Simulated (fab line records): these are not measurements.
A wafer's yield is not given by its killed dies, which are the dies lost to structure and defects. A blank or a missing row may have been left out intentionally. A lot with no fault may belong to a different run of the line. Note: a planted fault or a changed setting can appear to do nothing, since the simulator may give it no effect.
Matching of chambers / flow n5 finfet / N5_DUMMY_GATE_ETCH_31 on rie diel-01: 4 sister chambers
The step etches SiO2 in C4F6/O2, target depth 82.5 nm, time 27.5 s. 4 wafers are shown with their chamber, then 9 later ones without.

WAFERS, EACH WITH ITS CHAMBER
wafer=L084.2; chamber=2; showerhead plenum p Torr (Torr)=2.77
wafer=L085.5; chamber=3; showerhead plenum p Torr (Torr)=2.91
wafer=L089.4; chamber=1; showerhead plenum p Torr (Torr)=2.86
wafer=L089.6; chamber=0; showerhead plenum p Torr (Torr)=3.02

WAFERS WITH NO CHAMBER GIVEN
wafer=L092.2; showerhead plenum p Torr (Torr)=2.91
wafer=L092.4; showerhead plenum p Torr (Torr)=3.02
wafer=L092.5; showerhead plenum p Torr (Torr)=2.76
wafer=L093.1; showerhead plenum p Torr (Torr)=2.91
wafer=L093.5; showerhead plenum p Torr (Torr)=2.86
wafer=L093.6; showerhead plenum p Torr (Torr)=2.76
wafer=L096.1; showerhead plenum p Torr (Torr)=3.01
wafer=L096.3; showerhead plenum p Torr (Torr)=2.86
wafer=L096.6; showerhead plenum p Torr (Torr)=2.86

WHICH CHAMBER EACH ONE RAN IN
wafer=L092.2; from the rows above=3; in truth=3
wafer=L092.4; from the rows above=0; in truth=0
wafer=L092.5; from the rows above=2; in truth=2
wafer=L093.1; from the rows above=3; in truth=3
wafer=L093.5; from the rows above=1; in truth=1
wafer=L093.6; from the rows above=2; in truth=2
wafer=L096.1; from the rows above=0; in truth=0
wafer=L096.3; from the rows above=1; in truth=1
wafer=L096.6; from the rows above=1; in truth=1
Placed correctly: 9 of 9. From these rows, 0 cannot be placed. Wrongly placed: 0.
How it was worked out, from the rows above alone: a wafer's distance from a chamber is the root of the sum, over the readings, of the square of ((its reading less the chamber's mean) divided by the reading's scatter). The wafer belongs to the nearest chamber; if the next one is less than 2 further off, it can't be placed. For every chamber, the mean is computed from those of its wafers that are shown. The scatter: root of mean squared gap, hidden wafer to nearest shown wafer, with one shown wafer a chamber.
